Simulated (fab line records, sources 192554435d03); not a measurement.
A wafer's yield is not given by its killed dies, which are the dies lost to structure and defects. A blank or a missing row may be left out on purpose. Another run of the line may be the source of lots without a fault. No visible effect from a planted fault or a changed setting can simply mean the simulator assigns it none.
fab line records	flow n5_finfet
[record] lots = 8	wafers = 24	last_day = 17
route steps=1938 shown MOL_CONTACT_COAG@537 BEOL_M4@1111 PASSIVATION@1936
lots that met no fault: from a run of the same line without faults
start_h: start of the lot's first displayed wafer, in hours after the record's first day	wait_h: time in hours since the lot's previous step	" the same as in the row above	L1.1+2: a row that stands for several wafers	- value missing, or start not given	* or withheld: withheld	< > ~ a bound
route shown NAME@n: a module of which the file shows steps, and the number in the route of the first	usual: mean and standard deviation over wafers with no fault	same: alike in all rows	chamber/n: place in a boat	sites: per-site readings	_std_site: their standard deviation	_edge_site: mean of outer sites minus mean of inner sites	radius_mm: how far each site lies from the wafer's centre	mask NAME#n: copy n	behind: the last tool/chamber to shape the wafer	hold: the reason the lot was held/the length of the hold in hours/how it ended	device: transistor that didn't switch, given as n, p or np	end of line: the tests these same wafers got at the end of their route	step lacking rows: just its recipe	killed: the dies lost at the first sort to structure and to defects; this is not the yield of the wafer	map: dies across one wafer; x = killed, . = not, _ = none there
set.NAME: the setting as run; set.NAME@STEP: as run at that earlier step	model.NAME: the simulator's own value behind a step, which no gauge read
route steps across a sampled set of lots; one table per step, one row per wafer
services: when a tool's chamber went out of use (start_h, in hours from the record's first day, below 0 if earlier), for how many hours, and the reason
[[steps]]
[step N5_MOL_CONTACT_COAG_ETCH_15]
[recipe] chemistry = CH3F/O2	target = SiNx	target_depth_a = 70	mask_material = SOC	stop_on = Si:P	over_etch_frac = 0.75	ion_energy_ev = 120	pressure_mtorr = 30	source_w = 395	bias_w = 73	Ar_flow_sccm = 150	CH3F_flow_sccm = 30	O2_flow_sccm = 20
[usual] drypump_motor_current_A = 5.9/0.49	oes_product_au = 0.57/0.055	rf_vpp_V = 297.6/2.5	showerhead_plenum_p_Torr = 2.01/0.067	throttle_valve_pct = 16.32/0.19
[same] over_etch_frac = 0.75
lot.wafer	tool	chamber	start_h	wait_h	drypump_motor_current_A	oes_product_au	rf_hours_counter_h	rf_vpp_V	showerhead_plenum_p_Torr	throttle_valve_pct
L378.2	rie_diel-05	1	137.27	0.0	6.2	0.51	237	304.6	2.06	16.45
L378.3	"	3	"	"	5.5	0.59	110	298.6	2.11	16.44
L378.4	"	2	"	"	6.6	0.58	128	296.5	2.01	16.33
L385.1	rie_diel-01	0	174.45	0.0	5.5	0.64	57	297.1	2.03	16.58
L385.4	"	1	"	"	6.6	0.64	63	299.7	2.04	16.62
L385.6	"	1	"	"	6.6	0.63	-	298.8	2.04	16.60
L386.1	rie_diel-01	2	182.42	0.0	6.6	0.51	207	298.1	1.99	16.39
L386.2	"	3	"	"	5.1	0.53	227	295.3	1.90	16.46
L386.4	"	0	"	"	5.5	0.63	60	298.1	2.03	16.60
L389.3	rie_diel-05	1	199.29	0.0	6.2	0.70	4	301.2	2.06	16.02
L389.5	"	0	"	"	5.6	0.60	-	299.3	1.94	16.20
L389.6	"	1	"	"	6.2	0.71	-	302.5	2.06	16.01
L391.1	rie_diel-05	0	209.36	0.0	5.6	0.59	99	299.2	1.93	16.21
L391.5	"	0	"	"	5.6	0.58	-	298.9	1.93	16.20
L391.6	"	3	"	"	5.6	0.56	-	297.7	2.10	16.48
L392.2	rie_diel-05	2	215.17	0.0	6.6	0.56	165	297.1	2.00	16.38
L392.4	"	3	"	"	5.5	0.57	145	296.3	2.10	16.50
L392.6	"	1	"	"	6.3	0.70	-	301.8	2.05	16.02
L393.1	rie_diel-04	2	223.85	0.0	5.7	0.66	12	293.9	2.04	15.80
L393.2	"	1	"	"	5.7	0.56	148	297.2	2.00	16.59
L393.6	"	3	"	"	5.6	0.53	-	297.4	2.07	16.23
L394.2	rie_diel-04	1	231.45	0.0	5.7	0.56	152	297.9	1.99	16.61
L394.3	"	2	"	"	5.7	0.65	15	292.9	2.04	15.82
L394.5	"	2	"	"	5.7	0.65	-	293.5	2.04	15.80
[step N5_MOL_CONTACT_COAG_TI_SIL_19]
[recipe] material = Ti	target_thk_a = 42	temp_c = 200	chamber_pressure_pa = 5	power_w = 5000	time_s = 15
[usual] substrate_temp_c = 200.00/0.17	throttle_valve_pct = 29.9/1.2
lot.wafer	tool	chamber	start_h	wait_h	substrate_temp_c	throttle_valve_pct
L378.2	pvd_sputter-02	-	138.98	1.2	199.82	30.7
L378.3	"	-	"	"	199.75	29.4
L378.4	"	-	"	"	200.11	30.7
L385.1	pvd_sputter-03	-	175.31	0.2	199.83	31.2
L385.4	"	-	"	"	199.92	30.9
L385.6	"	-	"	"	200.28	31.3
L386.1	pvd_sputter-02	-	183.16	0.2	200.15	30.6
L386.2	"	-	"	"	199.83	29.4
L386.4	"	-	"	"	200.05	29.4
L389.3	pvd_sputter-01	-	200.12	0.2	200.07	30.4
L389.5	"	-	"	"	199.99	29.5
L389.6	"	-	"	"	199.51	27.5
L391.1	pvd_sputter-03	-	210.72	0.2	200.22	28.9
L391.5	"	-	"	"	200.01	30.5
L391.6	"	-	"	"	200.25	31.0
L392.2	pvd_sputter-03	-	215.98	0.3	200.05	29.2
L392.4	"	-	"	"	199.86	30.5
L392.6	"	-	"	"	199.87	31.0
L393.1	pvd_sputter-03	-	224.58	0.3	199.92	31.2
L393.2	"	-	"	"	200.26	30.7
L393.6	"	-	"	"	200.01	30.5
L394.2	pvd_sputter-01	-	232.71	0.7	199.96	30.5
L394.3	"	-	"	"	199.89	29.9
L394.5	"	-	"	"	199.84	27.9
[step N5_MOL_CONTACT_COAG_SPUTTER_130]
[recipe] material = Co	target_thk_a = 475	temp_c = 25	chamber_pressure_pa = 0.5	power_w = 3000
[usual] substrate_temp_c = 24.99/0.11	throttle_valve_pct = 29.2/1.6
lot.wafer	tool	chamber	start_h	wait_h	substrate_temp_c	throttle_valve_pct
L378.2	pvd_sputter-01	-	141.87	0.0	25.05	30.4
L378.3	"	-	"	"	25.04	29.7
L378.4	"	-	"	"	24.83	27.8
L385.1	pvd_sputter-02	-	178.59	0.0	25.04	29.5
L385.4	"	-	"	"	25.21	29.2
L385.6	"	-	"	"	25.08	29.4
L386.1	pvd_sputter-02	-	186.20	0.0	24.98	29.4
L386.2	"	-	"	"	25.10	29.5
L386.4	"	-	"	"	25.21	31.0
L389.3	pvd_sputter-01	-	204.46	0.0	24.83	30.7
L389.5	"	-	"	"	25.10	26.5
L389.6	"	-	"	"	24.98	27.7
L391.1	pvd_sputter-02	-	213.70	0.0	25.15	29.6
L391.5	"	-	"	"	25.17	31.0
L391.6	"	-	"	"	24.85	29.6
L392.2	pvd_sputter-01	-	219.89	0.0	24.95	26.7
L392.4	"	-	"	"	25.00	30.5
L392.6	"	-	"	"	24.99	27.7
L393.1	pvd_sputter-03	-	228.26	0.0	24.99	30.6
L393.2	"	-	"	"	25.07	31.4
L393.6	"	-	"	"	24.99	30.7
L394.2	pvd_sputter-03	-	236.71	0.0	25.03	28.9
L394.3	"	-	"	"	25.07	31.1
L394.5	"	-	"	"	24.92	31.3
[step N5_MOL_CONTACT_COAG_CMP_23]
[recipe] stop_on = SiO2	t_overpolish_s = 1.5	post_cmp_clean = cu_alkaline	down_force_psi = 2	platen_rpm = 50.289	pad_velocity_m_s = 1.0006	target_thk_nm = 0
[usual] edge_zone_pressure_frac = 1.000/0.0055	head_pressure_psi = 1.999/0.0044	motor_current_A = 8.1/0.61	overpolish_run_s = 1.500/0.0085	time_to_endpoint_s = 10.1/2.1
lot.wafer	tool	chamber	start_h	wait_h	edge_zone_pressure_frac	head_pressure_psi	motor_current_A	overpolish_run_s	time_to_endpoint_s
L378.2	cmp-03	0	142.05	0.0	1.002	2.002	7.3	1.510	9.1
L378.4	"	2	"	"	1.009	2.002	8.1	1.516	7.3
L378.3	"	3	"	"	0.991	2.000	8.9	1.507	8.0
L385.4	cmp-03	1	178.77	0.0	-	-	-	-	-
L385.1	"	3	"	"	-	-	-	-	-
L385.6	"	1	"	"	-	-	-	-	-
L386.4	cmp-02	1	186.42	0.1	-	-	-	-	-
L386.2	"	2	"	"	-	-	-	-	-
L386.1	"	3	"	"	-	-	-	-	-
L389.3	cmp-03	0	204.72	0.1	0.995	2.003	7.6	1.499	12.1
L389.6	"	2	"	"	0.999	1.999	7.8	1.512	10.1
L389.5	"	3	"	"	0.996	2.000	8.7	1.477	9.8
L391.1	cmp-03	0	214.08	0.2	0.995	2.000	7.9	1.499	11.0
L391.5	"	2	"	"	0.990	2.000	8.3	1.497	9.4
L391.6	"	3	"	"	1.008	2.004	9.1	1.493	9.0
L392.2	cmp-04	1	220.07	0.0	1.008	1.994	7.8	1.490	9.9
L392.4	"	3	"	"	1.006	2.005	8.7	1.488	11.0
L392.6	"	2	"	"	0.994	2.000	8.8	1.513	7.1
L393.2	cmp-04	0	228.55	0.1	0.995	2.001	7.0	1.498	9.6
L393.1	"	2	"	"	0.998	1.992	8.6	1.497	12.5
L393.6	"	1	"	"	0.997	1.998	7.7	1.514	10.7
L394.2	cmp-02	1	236.89	0.0	1.003	2.006	8.1	1.509	10.9
L394.3	"	0	"	"	0.994	1.999	8.6	1.490	13.8
L394.5	"	1	"	"	0.996	2.000	8.0	1.492	8.8
[step N5_MOL_CONTACT_COAG_THK_MEAS_29]
[recipe] reads = SiNx_of_GATE_CUT_PECVD_57+SiNx_of_GATE_CUT_SAC_CAP_01
[usual] MD_CAP_THK = 17.93/0.079
lot.wafer	tool	chamber	start_h	wait_h	MD_CAP_THK[nm]
L378.2	film_metro-01	-	144.78	-	18.02
L378.3	"	-	"	"	17.95
L378.4	"	-	"	"	17.86
L385.1	film_metro-02	-	182.94	-	20.00
L385.4	"	-	"	"	20.01
L385.6	"	-	"	"	19.98
L386.1	film_metro-02	-	192.15	-	20.10
L386.2	"	-	"	"	20.17
L386.4	"	-	"	"	20.10
L389.3	film_metro-02	-	207.37	-	17.73
L389.5	"	-	"	"	17.88
L389.6	"	-	"	"	17.83
L391.1	film_metro-01	-	216.68	-	18.03
L391.5	"	-	"	"	17.96
L391.6	"	-	"	"	17.97
L392.2	film_metro-01	-	222.76	-	17.82
L392.4	"	-	"	"	17.82
L392.6	"	-	"	"	17.94
L393.1	film_metro-01	-	231.70	-	17.90
L393.2	"	-	"	"	17.83
L393.6	"	-	"	"	17.73
L394.2	film_metro-01	-	239.57	-	18.01
L394.3	"	-	"	"	17.88
L394.5	"	-	"	"	17.81
[step N5_MOL_CONTACT_COAG_ETCH_47]
[recipe] chemistry = CH3F/O2	target = SiNx	target_depth_a = 270	mask_material = SiO2	stop_on = W	over_etch_frac = 0.2	ion_energy_ev = 120	endpoint = OES-CN	pressure_mtorr = 30	source_w = 395	bias_w = 73	Ar_flow_sccm = 150	CH3F_flow_sccm = 30	O2_flow_sccm = 20	ends = end_point
[usual] drypump_motor_current_A = 6.0/0.5	etch_rf_on_time_s = 31.4/0.37	oes_product_au = 0.70/0.068	rf_vpp_V = 297.8/2.6	showerhead_plenum_p_Torr = 2.01/0.066	throttle_valve_pct = 16.33/0.19
[same] over_etch_frac = 0.2
lot.wafer	tool	chamber	start_h	wait_h	drypump_motor_current_A	etch_rf_on_time_s	oes_product_au	rf_hours_counter_h	rf_vpp_V	showerhead_plenum_p_Torr	throttle_valve_pct
L378.2	rie_diel-05	1	146.79	0.0	6.2	31.8	0.61	242	302.1	2.06	16.49
L378.3	"	2	"	"	6.6	31.8	0.70	132	296.2	2.01	16.34
L378.4	"	3	"	"	5.5	31.2	0.70	114	297.2	2.11	16.46
L385.1	rie_diel-05	3	190.15	0.0	5.5	35.1	0.69	132	296.4	2.10	16.50
L385.4	"	3	"	"	5.5	35.2	0.69	-	295.8	2.10	16.49
L385.6	"	0	"	"	5.6	35.5	0.73	-	299.8	1.94	16.21
L386.1	rie_diel-05	3	194.70	0.0	5.5	35.4	0.69	135	298.6	2.10	16.49
L386.2	"	0	"	"	5.6	35.7	0.73	91	299.9	1.94	16.19
L386.4	"	2	"	"	6.6	35.7	0.68	155	296.6	2.00	16.39
L389.3	rie_diel-04	2	209.14	0.0	5.8	31.1	0.81	8	293.0	2.05	15.80
L389.5	"	1	"	"	5.7	31.3	0.68	-	298.4	2.00	16.60
L389.6	"	0	"	"	6.6	31.9	0.61	-	296.6	1.88	16.24
L391.1	rie_diel-04	2	218.26	0.0	5.7	31.2	0.82	9	292.6	2.05	15.82
L391.5	"	0	"	"	6.6	31.8	0.61	-	295.4	1.88	16.24
L391.6	"	3	"	"	5.7	31.7	0.64	-	296.2	2.07	16.24
L392.2	rie_diel-04	0	224.48	0.0	6.6	31.6	0.61	250	295.6	1.88	16.24
L392.4	"	3	"	"	5.6	31.4	0.63	211	297.9	2.07	16.25
L392.6	"	0	"	"	6.6	32.1	0.61	-	297.0	1.88	16.23
L393.1	rie_diel-04	3	233.62	0.0	5.6	31.3	0.63	215	298.6	2.07	16.24
L393.2	"	2	"	"	5.7	30.5	0.80	16	293.9	2.04	15.83
L393.6	"	3	"	"	5.7	30.9	0.64	-	296.6	2.07	16.26
L394.2	rie_diel-05	1	241.57	0.0	6.3	31.2	0.82	21	302.8	2.05	16.03
L394.3	"	0	"	"	5.6	31.7	0.71	109	300.1	1.93	16.24
L394.5	"	3	"	"	5.5	31.3	0.67	-	297.1	2.09	16.54
[step N5_BEOL_M4_RC_MEAS_101]
[usual] DIBL_N = 36.3/1.2	DIBL_P = 36.1/1.6	IOFF_N = 0.161/0.023	IOFF_P = 0.209/0.027	ION_N = 676/8.9	ION_P = 462/5.3	SS_N = 71.5/0.51	SS_P = 73.2/0.5	VT_N = 249.1/2.5	VT_P = -249.9/2.8
lot.wafer	tool	chamber	start_h	wait_h	DIBL_N[mV/V]	DIBL_P[mV/V]	IOFF_N[nA/um]	IOFF_P[nA/um]	ION_N[uA/um]	ION_P[uA/um]	SS_N[mV/dec]	SS_P[mV/dec]	VT_N[mV]	VT_P[mV]
L378.2	prober-01	0	211.89	0.2	34.3	34.7	0.129	0.158	664	450	71.2	73.6	252.9	-256.2
L378.3	"	0	"	"	35.1	35.5	0.140	0.175	679	461	71.3	73.3	248.6	-252.5
L378.4	"	0	"	"	35.0	35.4	0.140	0.171	663	454	71.4	73.3	249.8	-253.8
L389.3	prober-02	0	275.00	0.3	38.6	37.3	0.201	0.248	679	465	72.6	73.9	247.0	-248.7
L389.5	"	0	"	"	36.7	34.8	0.159	0.206	669	455	71.6	73.2	250.7	-250.7
L389.6	"	0	"	"	37.9	36.1	0.188	0.235	688	474	71.8	73.5	248.7	-246.2
L391.1	prober-02	0	278.72	0.0	36.8	37.2	0.177	0.220	679	460	72.2	73.3	249.4	-250.5
L391.5	"	0	"	"	38.2	37.8	0.200	0.232	688	462	71.8	73.2	247.3	-247.2
L391.6	"	0	"	"	37.9	37.5	0.186	0.225	680	467	72.0	72.1	247.4	-249.5
L392.2	prober-02	0	284.75	0.2	34.3	35.7	0.117	0.192	663	461	71.9	72.9	254.1	-252.3
L392.4	"	0	"	"	35.8	36.9	0.135	0.214	666	463	71.0	73.7	254.6	-249.9
L392.6	"	0	"	"	36.0	37.6	0.138	0.222	673	467	71.6	73.1	254.9	-250.0
L393.1	prober-01	0	294.29	0.0	35.6	36.5	0.161	0.215	666	461	71.9	73.0	249.0	-250.2
L393.2	"	0	"	"	36.1	37.8	0.182	0.238	681	461	71.8	73.9	246.7	-247.1
L393.6	"	0	"	"	36.0	37.2	0.166	0.222	677	462	72.7	73.7	248.1	-251.9
L394.2	prober-01	0	310.37	0.2	37.1	36.4	0.166	0.217	679	465	71.8	73.3	250.1	-246.2
L394.3	"	0	"	"	36.0	35.6	0.143	0.202	674	463	71.9	73.1	250.6	-248.4
L394.5	"	0	"	"	35.0	34.3	0.132	0.178	662	457	71.6	73.4	251.1	-248.6
[step N5_PASSIVATION_PROBE_49]
[usual] defect_limited_yield = 91.3/1.5	killed_at_M0_to_M3 = 35/10	killed_at_M4_up = 13/5.3	killed_at_contacts = 12/5.7	killed_at_front_end = 39/11	killed_at_other = 3.3/2.7	killed_dies = 102/18	killed_on_rim = 13/4	killed_open = 67/13	killed_short = 34/7.8	sort_bin_5_function = 5.1/1	sort_bin_6_memory = 3.3/0.68	sort_n_pass = 1078/18	sort_yield_pct = 91.3/1.5
[same] gross_dies = 1180	killed_at_back_side = 0	sort_bin_4_leakage[%] = 0	sort_bin_8_speed[%] = 0
lot.wafer	tool	chamber	start_h	wait_h	defect_limited_yield[%]	killed_at_M0_to_M3	killed_at_M4_up	killed_at_contacts	killed_at_front_end	killed_at_other	killed_dies	killed_on_rim	killed_open	killed_short	sort_bin_5_function[%]	sort_bin_6_memory[%]	sort_n_pass	sort_yield_pct[%]
L386.1	prober-02	-	356.71	0.0	0	55	6	1085	34	0	1180	152	68	38	5.0	3.6	0	0
L386.2	prober-02	-	356.76	0.1	0	38	4	1095	41	2	1180	152	67	33	4.6	3.4	0	0
L386.4	prober-02	-	356.86	0.2	0	38	6	1090	45	1	1180	152	64	36	4.9	3.2	0	0
L385.1	prober-02	-	358.78	0.3	0	36	14	1101	26	3	1180	152	52	34	5.5	1.7	0	0
L385.4	prober-02	-	358.93	0.5	0	30	17	1087	43	3	1180	152	61	53	5.3	3.8	0	0
L385.6	prober-02	-	359.03	0.6	0	39	15	1096	26	4	1180	152	60	34	4.9	2.5	0	0
// killed by level:class
L386.1 MOL_CONTACT_COAG:area_cmp=1074 BEOL_M1:geometric_particle:open=16 BEOL_M0_SAQP:geometric_particle:short=13 BEOL_M0_SAQP:geometric_particle:open=13 FIN_SAQP:geometric_particle:short=12 MOL_CONTACT_COAG:geometric_particle:open=11 BEOL_M2:geometric_particle:open=7 FIN_SAQP:geometric_particle:open=4
L386.2 MOL_CONTACT_COAG:area_cmp=1080 MOL_CONTACT_COAG:geometric_particle:open=14 BEOL_M0_SAQP:geometric_particle:short=11 STI_FIN_REVEAL:geometric_particle:open=8 BEOL_M0_SAQP:geometric_particle:open=8 FIN_SAQP:geometric_particle:short=6 BEOL_M1:geometric_particle:open=6 FIN_SAQP:geometric_particle:open=5
L386.4 MOL_CONTACT_COAG:area_cmp=1080 FIN_SAQP:geometric_particle:short=13 BEOL_M0_SAQP:geometric_particle:short=9 BEOL_M1:geometric_particle:open=8 MOL_CONTACT_COAG:geometric_particle:open=7 BEOL_M2:geometric_particle:open=7 STI_FIN_REVEAL:geometric_particle:open=6 BEOL_M0_SAQP:geometric_particle:open=6
L385.1 MOL_CONTACT_COAG:area_cmp=1094 FIN_SAQP:geometric_particle:short=9 BEOL_M0:geometric_particle:open=9 BEOL_M0_SAQP:geometric_particle:open=6 MOL_CONTACT_COAG:geometric_particle:open=5 BEOL_M0_SAQP:geometric_particle:short=5 BEOL_M4:geometric_particle:open=5 BEOL_M1:geometric_particle:short=4
L385.4 MOL_CONTACT_COAG:area_cmp=1066 MOL_CONTACT_COAG:geometric_particle:open=16 FIN_SAQP:geometric_particle:short=10 BEOL_M4:geometric_particle:open=9 STI_FIN_REVEAL:geometric_particle:open=8 GATE_CUT:geometric_particle:short=8 BEOL_M0:geometric_particle:open=6 FIN_SAQP:geometric_particle:open=5
L385.6 MOL_CONTACT_COAG:area_cmp=1086 BEOL_M4:geometric_particle:open=13 BEOL_M0_SAQP:geometric_particle:open=13 BEOL_M0_SAQP:geometric_particle:short=12 MOL_CONTACT_COAG:geometric_particle:open=9 FIN_SAQP:geometric_particle:short=6 FIN_SAQP:geometric_particle:open=5 BEOL_M1:geometric_particle:open=5
[[services]]
tool	chamber	start_h	hours	kind
rie_diel-05	2	119.71	1.5	repair
cmp-02	-	132.53	4.0	pm
cmp-03	-	142.93	1.2	repair
cmp-04	-	149.07	6.8	pm
rie_diel-04	1	160.26	9.4	repair
cmp-04	-	164.22	2.1	repair
cmp-03	-	164.27	0.9	repair
rie_diel-05	1	168.24	-	clean
rie_diel-05	1	168.24	-	consumable_replace:esc
rie_diel-05	1	168.24	-	consumable_replace:focus_ring
rie_diel-05	1	168.24	23.1	scheduled_down
rie_diel-05	1	168.24	23.1	vent_cycle
cmp-04	-	174.93	1.3	repair
cmp-03	-	175.11	3.4	pm
rie_diel-04	2	175.20	-	clean
rie_diel-01	-	182.64	29.3	repair
cmp-03	-	195.42	1.8	repair
cmp-04	-	209.28	0.9	repair
rie_diel-04	2	210.03	5.3	repair
rie_diel-04	1	217.31	5.0	repair
rie_diel-01	3	221.31	4.5	repair
cmp-02	-	227.66	5.5	pm
cmp-03	-	238.32	4.0	pm
rie_diel-01	2	240.16	6.1	repair
[[key]]
[first_sign] step = N5_MOL_CONTACT_COAG_CMP_23	reading = tool_record	direction = missing
[effect] step = N5_MOL_CONTACT_COAG_THK_MEAS_29	reading = MD_CAP_THK	direction = up	sigmas = 27	usual = 17.93	struck = 20.06
[effect] step = N5_MOL_CONTACT_COAG_ETCH_47	reading = etch_rf_on_time_s	direction = up	sigmas = 11	usual = *	struck = *
[effect] step = N5_PASSIVATION_PROBE_49	reading = killed_at_contacts	direction = up	sigmas = 99+	usual = 12	struck = 1092
[more_kills_born_at] N5_MOL_CONTACT_COAG_CMP_23@cmp-03 = 3246	N5_MOL_CONTACT_COAG_CMP_23@cmp-02 = 3234
met_at N5_MOL_CONTACT_COAG_CMP_23
struck_lots L385,L386
later_rows_left_out L385.1,L385.4,L385.6,L386.1,L386.2,L386.4
not_acting_at N5_MOL_CONTACT_COAG_ETCH_15,N5_MOL_CONTACT_COAG_TI_SIL_19,N5_MOL_CONTACT_COAG_SPUTTER_130
onset_between 142.05 178.77
[fault] kind = skipped_step_whole	tool = cmp-02,cmp-03	chamber = -	onset_h = 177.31	steps = N5_MOL_CONTACT_COAG_CMP_23	scope = struck_lots_only
// later_rows_left_out: the simulator's readings of these wafers behind a module that went badly wrong aren't trusted and aren't shown, but for the sort
